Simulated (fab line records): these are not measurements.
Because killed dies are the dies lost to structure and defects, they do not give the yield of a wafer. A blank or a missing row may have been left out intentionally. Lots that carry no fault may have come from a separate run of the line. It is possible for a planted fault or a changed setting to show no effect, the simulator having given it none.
Chamber matching ; flow n5_finfet ; N5_BEOL_M4_ALD_98 on ald_sin-03 has 4 sister chambers
The step deposits SiO2, target thk 2.5 nm, pulse time 1 s, co reactant pulse time 1 s. 18 wafers are shown with their chamber, then 9 later ones without.

EACH WAFER AND ITS CHAMBER
wafer;chamber;heater_power_w (W);heater_power_outer_w (W);precursor_pulse_height_rel
L074.2;3;66;37;1.036
L074.3;0;81;46;1.035
L074.4;1;97;48;1.022
L075.4;2;78;39;0.982
L075.5;0;82;46;0.974
L075.6;1;97;49;1.000
L078.2;1;100;49;0.983
L078.3;3;67;38;1.015
L078.4;2;79;40;1.013
L081.1;3;69;37;0.976
L081.3;2;78;40;0.982
L081.6;2;77;39;0.989
L084.2;3;69;37;0.976
L084.3;1;94;48;0.997
L084.6;1;95;46;0.995
L087.3;1;98;47;1.033
L087.5;3;66;38;0.966
L087.6;0;78;45;0.983

SIGNATURES, as means of the wafers listed above
reading;chamber 0;chamber 1;chamber 2;chamber 3;scatter within a chamber
heater_power_w;80.33;96.83;78.00;67.40;1.75
heater_power_outer_w;45.67;47.83;39.50;37.40;0.832
precursor_pulse_height_rel;0.99733;1.00500;0.99150;0.99380;0.0242
Rule: a wafer lies at a distance from a chamber equal to the root of the sum of squares, over the readings, of (its reading less the chamber's mean, divided by the reading's scatter). The wafer belongs to the nearest chamber; if the next one is less than 2 further off, it can't be placed. The scatter: take each reading less its chamber's mean, square it, sum over the shown wafers, divide by the number of wafers less the number of chambers, and take the root.

WAFERS MISSING THEIR CHAMBER
wafer;heater_power_w (W);heater_power_outer_w (W);precursor_pulse_height_rel
L090.1;79;45;1.000
L090.3;94;47;0.988
L090.5;68;38;0.997
L092.1;78;45;1.042
L092.2;93;48;1.012
L092.4;66;37;1.006
L096.4;79;40;0.953
L096.5;78;45;0.998
L096.6;69;38;1.026

EACH ONE'S CHAMBER
wafer;from the rows above;in truth
L090.1;0;0
L090.3;1;1
L090.5;3;3
L092.1;0;0
L092.2;1;1
L092.4;3;3
L096.4;2;2
L096.5;0;0
L096.6;3;3
Placed correctly: 9 of 9. From these rows, 0 cannot be placed. 0 placed wrongly.
